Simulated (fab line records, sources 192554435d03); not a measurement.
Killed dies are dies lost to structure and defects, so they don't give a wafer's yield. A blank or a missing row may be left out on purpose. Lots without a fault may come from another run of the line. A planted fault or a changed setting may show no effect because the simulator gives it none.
Split-lot experiment | flow n5_finfet | 7 lots, 39 wafers read, on a route of 1938 steps

THE SPLIT
At N5_PASSIVATION_PECVD_53 (deposits SiO2 from TEOS/O2, target thk 800 nm, time 169.4 s), the setting time_s was moved away from the recipe's 169.4 s on 12 of the 39 wafers read, by -36.9% to +59.2%. The other wafers ran this setting at the recipe's value.

The reading is taken at the split's own step.

THE READING
SiO2_of_PASSIVATION_PECVD_53.thk_nm (the simulator's own value, which no gauge read), in nm, at N5_PASSIVATION_PECVD_53 (deposits SiO2 from TEOS/O2, target thk 800 nm, time 169.4 s). The file gives no usual value for it. The 27 wafers here that ran the recipe average 799.4 nm, standard deviation 13 nm.

wafer  | tool, chamber at the split | time_s as run, s | against the recipe | SiO2_of_PASSIVATION_PECVD_53.thk_nm, nm | against lot-mates on the recipe
L080.2 | pecvd-01, 1                | 169.4            | recipe             | 771.8                                   | -
L080.3 | pecvd-01, 1                | 169.4            | recipe             | 784.4                                   | -
L080.4 | pecvd-01, 2                | 169.4            | recipe             | 800.4                                   | -
L088.1 | pecvd-01, 2                | 169.4            | recipe             | 804                                     | -
L088.2 | pecvd-01, 0                | 106.9            | -36.9%             | 514.6                                   | -293.2
L088.3 | pecvd-01, 1                | 106.9            | -36.9%             | 505.8                                   | -302.0
L088.4 | pecvd-01, 2                | 106.9            | -36.9%             | 515.2                                   | -292.6
L088.5 | pecvd-01, 0                | 169.4            | recipe             | 812                                     | -
L088.6 | pecvd-01, 1                | 169.4            | recipe             | 807.4                                   | -
L086.1 | pecvd-01, 2                | 269.7            | +59.2%             | 1262                                    | +458.6
L086.2 | pecvd-01, 0                | 169.4            | recipe             | 804.6                                   | -
L086.3 | pecvd-01, 1                | 169.4            | recipe             | 802                                     | -
L086.4 | pecvd-01, 1                | 169.4            | recipe             | 803.6                                   | -
L086.5 | pecvd-01, 2                | 269.7            | +59.2%             | 1287                                    | +483.6
L086.6 | pecvd-01, 0                | 269.7            | +59.2%             | 1284                                    | +480.6
L090.1 | pecvd-02, 1                | 200.4            | +18.3%             | 937                                     | +150.2
L090.2 | pecvd-02, 0                | 169.4            | recipe             | 781.6                                   | -
L090.3 | pecvd-02, 2                | 169.4            | recipe             | 781.4                                   | -
L090.4 | pecvd-02, 1                | 169.4            | recipe             | 797.4                                   | -
L090.5 | pecvd-02, 0                | 200.4            | +18.3%             | 949                                     | +162.2
L090.6 | pecvd-02, 2                | 200.4            | +18.3%             | 927.4                                   | +140.6
L091.1 | pecvd-01, 0                | 169.4            | recipe             | 794                                     | -
L091.2 | pecvd-01, 1                | 169.4            | recipe             | 784.4                                   | -
L091.3 | pecvd-01, 2                | 169.4            | recipe             | 795.2                                   | -
L091.4 | pecvd-01, 0                | 169.4            | recipe             | 809.4                                   | -
L091.5 | pecvd-01, 2                | 169.4            | recipe             | 816.8                                   | -
L091.6 | pecvd-01, 1                | 169.4            | recipe             | 798                                     | -
L094.1 | pecvd-01, 1                | 169.4            | recipe             | 801.2                                   | -
L094.2 | pecvd-01, 0                | 257.1            | +51.8%             | 1214                                    | +398.5
L094.3 | pecvd-01, 2                | 257.1            | +51.8%             | 1215                                    | +399.5
L094.4 | pecvd-01, 1                | 257.1            | +51.8%             | 1217                                    | +401.5
L094.5 | pecvd-01, 0                | 169.4            | recipe             | 829                                     | -
L094.6 | pecvd-01, 2                | 169.4            | recipe             | 816.2                                   | -
L097.1 | pecvd-03, 0                | 169.4            | recipe             | 788.8                                   | -
L097.2 | pecvd-03, 2                | 169.4            | recipe             | 784.2                                   | -
L097.3 | pecvd-03, 1                | 169.4            | recipe             | 793.2                                   | -
L097.4 | pecvd-03, 2                | 169.4            | recipe             | 799.4                                   | -
L097.5 | pecvd-03, 1                | 169.4            | recipe             | 813.6                                   | -
L097.6 | pecvd-03, 0                | 169.4            | recipe             | 810.4                                   | -

THE FIT
A straight line over all 39 wafers: SiO2_of_PASSIVATION_PECVD_53.thk_nm changes by +7.99 nm for each +1% of time_s; r = +1.00; the points scatter about the line by 12 nm.
The same after taking each lot's own level away (the mean of its wafers on the recipe; 39 wafers): +7.93 nm for each +1%; r = +1.00; scatter 9.8 nm.
On that fit, the largest move of time_s shifts the reading by 4.7e+02 nm.
The lots' own levels span 785.53 to 815.47 nm, that is 2.3 times the standard deviation above.
So the lot-to-lot level changes the slope little: the two slopes agree.
Check: with one of the wafers moved furthest among these (+59.2%) left out of the fit, the line predicts +471 nm for it against its lot-mates. It came out at +459 nm against them.

THE FILE'S OWN FIT
SiO2_of_PASSIVATION_PECVD_53.thk_nm changes by +7.93 nm for each +1% of time_s, r = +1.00.
